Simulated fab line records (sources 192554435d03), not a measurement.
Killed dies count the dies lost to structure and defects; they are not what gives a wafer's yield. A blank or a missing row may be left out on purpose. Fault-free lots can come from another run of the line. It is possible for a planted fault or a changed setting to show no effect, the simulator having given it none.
Chamber matching + flow n5Finfet + N5_BEOL_M10_DESCUM_16 on rieDiel-01: 4 sister chambers
The step chemistry O2, time 7.9 s. 20 wafers are shown with their chamber, then 10 later ones without.

WAFERS, EACH WITH ITS CHAMBER
| wafer  | chamber | drypumpMotorCurrentA (A) | throttleValvePct (%) | showerheadPlenumPTorr (Torr) |
|--------|---------|--------------------------|----------------------|------------------------------|
| L079.1 | 2       | 5.0                      | 20.06                | 2.14                         |
| L079.3 | 0       | 6.5                      | 20.37                | 2.03                         |
| L079.5 | 3       | 5.2                      | 20.77                | 2.09                         |
| L075.2 | 2       | 5.0                      | 20.07                | 2.14                         |
| L075.3 | 0       | 6.5                      | 20.37                | 2.03                         |
| L075.6 | 0       | 6.5                      | 20.36                | 2.03                         |
| L080.1 | 0       | 6.5                      | 20.38                | 2.03                         |
| L080.3 | 2       | 5.0                      | 20.07                | 2.14                         |
| L080.5 | 1       | 5.6                      | 20.74                | 2.09                         |
| L081.2 | 2       | 5.0                      | 20.08                | 2.14                         |
| L081.5 | 2       | 5.0                      | 20.07                | 2.14                         |
| L081.6 | 1       | 5.7                      | 20.74                | 2.09                         |
| L084.2 | 2       | 5.0                      | 20.10                | 2.13                         |
| L084.4 | 3       | 5.2                      | 20.82                | 2.08                         |
| L084.5 | 0       | 6.5                      | 20.42                | 2.02                         |
| L086.2 | 2       | 5.0                      | 20.11                | 2.13                         |
| L086.3 | 3       | 5.2                      | 20.82                | 2.08                         |
| L086.4 | 1       | 5.6                      | 20.75                | 2.08                         |
| L083.3 | 0       | 6.5                      | 20.41                | 2.02                         |
| L083.4 | 2       | 5.0                      | 20.12                | 2.13                         |

SIGNATURES (means of the wafers above)
| reading               | chamber 0 | chamber 1 | chamber 2 | chamber 3 | scatter within a chamber |
|-----------------------|-----------|-----------|-----------|-----------|--------------------------|
| drypumpMotorCurrentA  | 6.500     | 5.633     | 5.000     | 5.200     | 0.0204                   |
| throttleValvePct      | 20.3850   | 20.7433   | 20.0850   | 20.8033   | 0.0225                   |
| showerheadPlenumPTorr | 2.0267    | 2.0867    | 2.1362    | 2.0833    | 0.00533                  |
Rule: a wafer's distance from a chamber is the root of the sum, over the readings, of the square of ((its reading less the chamber's mean) divided by the reading's scatter). If the next closest chamber is less than 2 further off than the closest, the wafer can't be placed; otherwise it belongs to the closest. How the scatter is found: for the shown wafers, subtract from each reading the mean of its chamber, square and add these, divide the total by (wafers less chambers), then take the root.

WAFERS WITHOUT THEIR CHAMBER
| wafer  | drypumpMotorCurrentA (A) | throttleValvePct (%) | showerheadPlenumPTorr (Torr) |
|--------|--------------------------|----------------------|------------------------------|
| L083.5 | 5.7                      | 20.77                | 2.08                         |
| L090.2 | 6.5                      | 20.42                | 2.02                         |
| L090.3 | 5.0                      | 20.09                | 2.13                         |
| L090.6 | 5.2                      | 20.82                | 2.07                         |
| L092.1 | 5.2                      | 20.83                | 2.07                         |
| L092.2 | 5.0                      | 20.13                | 2.13                         |
| L092.6 | 5.2                      | 20.83                | 2.07                         |
| L091.1 | 5.0                      | 20.12                | 2.13                         |
| L091.3 | 5.2                      | 20.84                | 2.07                         |
| L091.6 | 6.5                      | 20.43                | 2.02                         |

THE CHAMBER EACH PASSED THROUGH
| wafer  | from the rows above | in truth |
|--------|---------------------|----------|
| L083.5 | 1                   | 1        |
| L090.2 | 0                   | 0        |
| L090.3 | 2                   | 2        |
| L090.6 | 3                   | 3        |
| L092.1 | 3                   | 3        |
| L092.2 | 2                   | 2        |
| L092.6 | 3                   | 3        |
| L091.1 | 2                   | 2        |
| L091.3 | 3                   | 3        |
| L091.6 | 0                   | 0        |
Placed correctly: 10 of 10. Not placeable from these rows: 0. Placed wrongly: 0.
